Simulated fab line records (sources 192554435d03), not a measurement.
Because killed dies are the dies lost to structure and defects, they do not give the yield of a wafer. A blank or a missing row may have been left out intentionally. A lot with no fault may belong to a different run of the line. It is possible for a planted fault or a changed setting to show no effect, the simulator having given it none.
Split-lot experiment    flow n5_finfet    on a route of 1938 steps: 7 lots, 21 wafers read

== ABOUT THE SPLIT ==
At N5_BEOL_M15_CMP_49 (polishes, stops on SiO2, t overpolish 4.9 s, target thk 850 nm), the setting down_force_psi was moved away from the recipe's 2 psi on 8 of the 21 wafers read, by -17.6% to +19.6%. All remaining wafers had this setting at the recipe value.

The reading comes from the split's own step.

== THE READING ==
barrier_field_endpoint_s, in s, at N5_BEOL_M15_CMP_49 (polishes, stops on SiO2, t overpolish 4.9 s, target thk 850 nm). Typical for fault-free wafers on this fab line: 11.43 s, with standard deviation 0.27 s.

wafer   tool, chamber at the split  down_force_psi as run, psi  against the recipe  barrier_field_endpoint_s, s  against lot-mates on the recipe
L074.3  cmp-03, 0                   1.837                       -8.2%               12.34                        +0.88
L074.2  cmp-03, 1                   2                           recipe              11.39                        -
L074.5  cmp-03, 2                   2                           recipe              11.54                        -
L076.4  cmp-04, 2                   2.392                       +19.6%              9.61                         -1.98
L076.1  cmp-04, 3                   2                           recipe              11.59                        -
L076.6  cmp-04, 1                   2                           recipe              11.59                        -
L077.1  cmp-03, 2                   1.647                       -17.6%              13.81                        +2.62
L077.3  cmp-03, 3                   1.647                       -17.6%              13.98                        +2.79
L077.5  cmp-03, 1                   2                           recipe              11.19                        -
L082.3  cmp-03, 0                   1.852                       -7.4%               12.63                        +1.08
L082.2  cmp-03, 2                   2                           recipe              11.65                        -
L082.6  cmp-03, 0                   2                           recipe              11.46                        -
L086.2  cmp-04, 3                   2                           recipe              11.05                        -
L086.1  cmp-04, 1                   1.881                       -5.9%               12.22                        +1.17
L086.5  cmp-04, 2                   1.881                       -5.9%               12.22                        +1.17
L091.2  cmp-02, 2                   2                           recipe              11.47                        -
L091.1  cmp-02, 1                   2                           recipe              11.85                        -
L091.6  cmp-02, 3                   2                           recipe              11.06                        -
L097.4  cmp-04, 3                   2.288                       +14.4%              9.80                         -1.40
L097.1  cmp-04, 0                   2                           recipe              10.94                        -
L097.5  cmp-04, 3                   2                           recipe              11.46                        -

FIT RESULTS
A straight line over all 21 wafers: barrier_field_endpoint_s changes by -0.121 s for each +1% of down_force_psi; r = -0.97; the points scatter about the line by 0.28 s.
The same after taking each lot's own level away (the mean of its wafers on the recipe; 21 wafers): -0.128 s for each +1%; r = -0.97; scatter 0.27 s.
Per that fit: largest down_force_psi move, reading shift of 2.5 s.
The lots' own levels span 11.050 to 11.590 s, that is 2.0 times the standard deviation above.
Hence the lot-to-lot level has little effect on the slope; both slopes agree.
Check: -2.61 s against its lot-mates is what the line predicts for one of the wafers moved furthest among these (+19.6%) when that wafer is left out of the fit. It came out at -1.98 s against them.
Tool readings at the split's step, against how far the setting was moved: barrier_field_endpoint_s r = -0.97.

== THESE WAFERS: OTHER SPLITS ==
Before the reading, these wafers also passed through other splits. Each is held against what the fit with the lots' levels taken away leaves over:
other split on the same wafers    wafers away from the commonest value  r with barrier_field_endpoint_s (lot level and that fit taken away)
N5_BEOL_M14_ETCH_59 h2_flow_sccm  9                                     +0.28
N5_BEOL_M14_SPUTTER_44 time_s     7                                     +0.04

== FILE'S OWN FIT ==
barrier_field_endpoint_s changes by -0.122 s for each +1% of down_force_psi, r = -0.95.
